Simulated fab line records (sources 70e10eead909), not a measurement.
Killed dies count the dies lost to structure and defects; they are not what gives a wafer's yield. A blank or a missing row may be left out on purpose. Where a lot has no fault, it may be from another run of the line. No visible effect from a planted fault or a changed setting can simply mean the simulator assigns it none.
Which tool did it?    flow nand-harc    Sampling: 6 lots, 18 wafers, 4 of 1302 route steps

WHAT EACH GAUGE READ, for each wafer
NHARC_A_CHANNEL_HOLE_D2_INSPECT_40.
lot   measured      on                 raw-defect-count
L625  day 14 12:54  defect-inspect-01  448 307 274
L626  day 15 08:11  defect-inspect-02  231 284 283
L631  day 17 16:33  defect-inspect-02  307 269 406
L634  day 18 11:01  defect-inspect-01  170 278 220
L641  day 20 23:53  defect-inspect-02  356 351 280
L645  day 22 18:22  defect-inspect-01  228 234 336

TOOL THAT RAN EACH LOT (tool first, then ch and the chambers of the sampled wafers, then the start)
lot   NHARC_A_CHANNEL_HOLE_D2_ETCH_23   NHARC_A_CHANNEL_HOLE_D2_ETCH_27   NHARC_A_CHANNEL_HOLE_D2_PRECLEAN_29
L625  har-etch-02 ch 0,1, day 14 08:38  har-etch-02 ch 0,1, day 14 11:10  wet-bench-02 ch 0,3,4, day 14 12:34
L626  har-etch-02 ch 1, day 15 01:14    har-etch-02 ch 1, day 15 06:11    wet-bench-01 ch 2,4,7, day 15 07:52
L631  har-etch-02 ch 0,1, day 17 12:17  har-etch-02 ch 0,1, day 17 14:49  wet-bench-01 ch 2,4,5, day 17 16:13
L634  har-etch-02 ch 0, day 18 06:51    har-etch-02 ch 0, day 18 09:19    wet-bench-02 ch 1,3,6, day 18 10:40
L641  har-etch-01 ch 0,1, day 20 19:44  har-etch-01 ch 0,1, day 20 22:11  wet-bench-01 ch 0,2,4, day 20 23:34
L645  har-etch-01 ch 0,1, day 22 14:05  har-etch-01 ch 0,1, day 22 16:38  wet-bench-02 ch 0,3,6, day 22 18:03
- NHARC_A_CHANNEL_HOLE_D2_ETCH_23: etches the open film in C4F8/O2/Ar, time 819 s, target depth 1600 nm.
- NHARC_A_CHANNEL_HOLE_D2_ETCH_27: etches the open film in C4F8/O2/Ar, time 90 s, target depth 400 nm.
- NHARC_A_CHANNEL_HOLE_D2_PRECLEAN_29: cleans in SC1.

THE ANSWER, worked out from the rows above alone
Rule: the lots themselves supply what counts as usual. Put in order of their means at a reading, lots are off if they are a third of the lots or fewer, leave a main group of 4 or more, and stand apart from it by a gap of 3 or more times the standard deviation of the main group's means; of several such gaps the widest counts. Not used: any main group whose means are identical at the precision the tables above print for the reading. Also off: a lot with no number at a reading for which 4 or more lots have one. Any other lot the step has rows for is counted as sound.
Across all readings shown, no lot is off: no conclusion can be drawn from this.

WHAT WAS PUT IN BY THE SIMULATOR
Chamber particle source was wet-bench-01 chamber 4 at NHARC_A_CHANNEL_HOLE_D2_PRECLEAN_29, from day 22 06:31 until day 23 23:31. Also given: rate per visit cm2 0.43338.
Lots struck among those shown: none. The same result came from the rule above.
